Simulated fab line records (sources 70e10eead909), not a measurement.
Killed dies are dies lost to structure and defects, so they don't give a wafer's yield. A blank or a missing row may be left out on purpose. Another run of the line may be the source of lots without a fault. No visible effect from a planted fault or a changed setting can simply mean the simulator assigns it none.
Chamber matching || flow nand harc || 4 sister chambers for NHARC_A_CHANNEL_HOLE_D1_ETCH_44 on rie diel-07
The step etches the open film in CF4/O2, target depth 140 nm, overetch 14 nm, time 77 s. 8 wafers are shown with their chamber, then 8 later ones without.

== WAFERS, EACH WITH ITS CHAMBER ==
{"wafer": "L081.5", "chamber": 0, "showerhead plenum p Torr (Torr)": 1.296, "oes product au (a.u.)": 1.012}
{"wafer": "L082.6", "chamber": 3, "showerhead plenum p Torr (Torr)": 1.290, "oes product au (a.u.)": 0.989}
{"wafer": "L085.1", "chamber": 3, "showerhead plenum p Torr (Torr)": 1.289, "oes product au (a.u.)": 1.007}
{"wafer": "L085.5", "chamber": 2, "showerhead plenum p Torr (Torr)": 1.335, "oes product au (a.u.)": 1.010}
{"wafer": "L087.2", "chamber": 1, "showerhead plenum p Torr (Torr)": 1.330, "oes product au (a.u.)": 0.990}
{"wafer": "L087.3", "chamber": 2, "showerhead plenum p Torr (Torr)": 1.335, "oes product au (a.u.)": 1.005}
{"wafer": "L087.5", "chamber": 1, "showerhead plenum p Torr (Torr)": 1.330, "oes product au (a.u.)": 0.990}
{"wafer": "L089.3", "chamber": 0, "showerhead plenum p Torr (Torr)": 1.295, "oes product au (a.u.)": 1.003}

== WAFERS WITH NO CHAMBER GIVEN ==
{"wafer": "L089.4", "showerhead plenum p Torr (Torr)": 1.289, "oes product au (a.u.)": 1.004}
{"wafer": "L089.5", "showerhead plenum p Torr (Torr)": 1.295, "oes product au (a.u.)": 1.010}
{"wafer": "L094.1", "showerhead plenum p Torr (Torr)": 1.335, "oes product au (a.u.)": 0.997}
{"wafer": "L094.3", "showerhead plenum p Torr (Torr)": 1.289, "oes product au (a.u.)": 0.997}
{"wafer": "L094.5", "showerhead plenum p Torr (Torr)": 1.289, "oes product au (a.u.)": 0.994}
{"wafer": "L097.2", "showerhead plenum p Torr (Torr)": 1.329, "oes product au (a.u.)": 0.990}
{"wafer": "L097.3", "showerhead plenum p Torr (Torr)": 1.295, "oes product au (a.u.)": 1.007}
{"wafer": "L097.6", "showerhead plenum p Torr (Torr)": 1.329, "oes product au (a.u.)": 0.998}

== WHICH CHAMBER EACH WENT THROUGH ==
{"wafer": "L089.4", "from the rows above": 3, "in truth": 3}
{"wafer": "L089.5", "from the rows above": 0, "in truth": 0}
{"wafer": "L094.1", "from the rows above": 2, "in truth": 2}
{"wafer": "L094.3", "from the rows above": 3, "in truth": 3}
{"wafer": "L094.5", "from the rows above": 3, "in truth": 3}
{"wafer": "L097.2", "from the rows above": 1, "in truth": 1}
{"wafer": "L097.3", "from the rows above": 0, "in truth": 0}
{"wafer": "L097.6", "from the rows above": 1, "in truth": 1}
Placed correctly: 8 of 8. Left unplaced by these rows: 0. Placed wrongly: 0.
How it was worked out, from the rows above alone: a wafer's distance from a chamber is the root of the sum, over the readings, of the square of ((its reading less the chamber's mean) divided by the reading's scatter). The wafer belongs to the nearest chamber; if the next one is less than 2 further off, it can't be placed. For every chamber, the mean is computed from those of its wafers that are shown. The scatter is the square root of a quotient: the sum, over the shown wafers, of each reading's squared deviation from its chamber's mean, divided by wafers minus chambers.
